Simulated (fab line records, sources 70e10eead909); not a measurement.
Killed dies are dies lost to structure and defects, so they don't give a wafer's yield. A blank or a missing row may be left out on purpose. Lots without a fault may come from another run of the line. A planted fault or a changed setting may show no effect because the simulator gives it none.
Chamber matching | flow nand_harc | NHARC_A_CONTACT_DESCUM_74 on rie_diel-10: 4 sister chambers
The step chemistry O2, time 3 s. 8 wafers are shown with their chamber, then 9 later ones without.

WAFERS WITH THEIR CHAMBER
wafer  | chamber | showerhead_plenum_p_Torr (Torr) | oes_product_au (a.u.)
L681.2 | 3       | 1.81                            | 0.991
L687.6 | 2       | 1.79                            | 1.003
L686.4 | 2       | 1.79                            | 0.996
L686.5 | 1       | 1.96                            | 1.000
L686.6 | 0       | 2.02                            | 0.996
L691.3 | 1       | 1.95                            | 1.001
L691.5 | 3       | 1.80                            | 0.979
L691.6 | 0       | 2.01                            | 1.003

WAFERS WITHOUT THEIR CHAMBER
wafer  | showerhead_plenum_p_Torr (Torr) | oes_product_au (a.u.)
L693.3 | 1.79                            | 0.992
L693.4 | 1.80                            | 0.990
L693.6 | 1.80                            | 0.984
L694.1 | 1.79                            | 0.975
L694.2 | 1.95                            | 1.000
L694.3 | 1.80                            | 0.990
L697.3 | 1.79                            | 0.977
L697.4 | 1.95                            | 1.000
L697.5 | 1.79                            | 0.986

WHICH CHAMBER EACH WENT THROUGH
wafer  | from the rows above     | in truth
L693.3 | can't be placed: 2 or 3 | 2
L693.4 | can't be placed: 3 or 2 | 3
L693.6 | 3                       | 3
L694.1 | can't be placed: 3 or 2 | 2
L694.2 | 1                       | 1
L694.3 | can't be placed: 3 or 2 | 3
L697.3 | can't be placed: 3 or 2 | 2
L697.4 | 1                       | 1
L697.5 | can't be placed: 2 or 3 | 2
Placed correctly: 3 of 9. Can't be placed from these rows: 6 (the true chamber is among the candidates in 6). Placed wrongly: 0.
How it was worked out, from the rows above alone: a wafer's distance from a chamber is the root of the sum, over the readings, of the square of ((its reading less the chamber's mean) divided by the reading's scatter). The wafer belongs to the nearest chamber; if the next one is less than 2 further off, it can't be placed. A chamber's mean is the mean of its shown wafers. The scatter: the root of (the sum of the squares of (reading less its chamber's mean) over the shown wafers, divided by (wafers less chambers)).
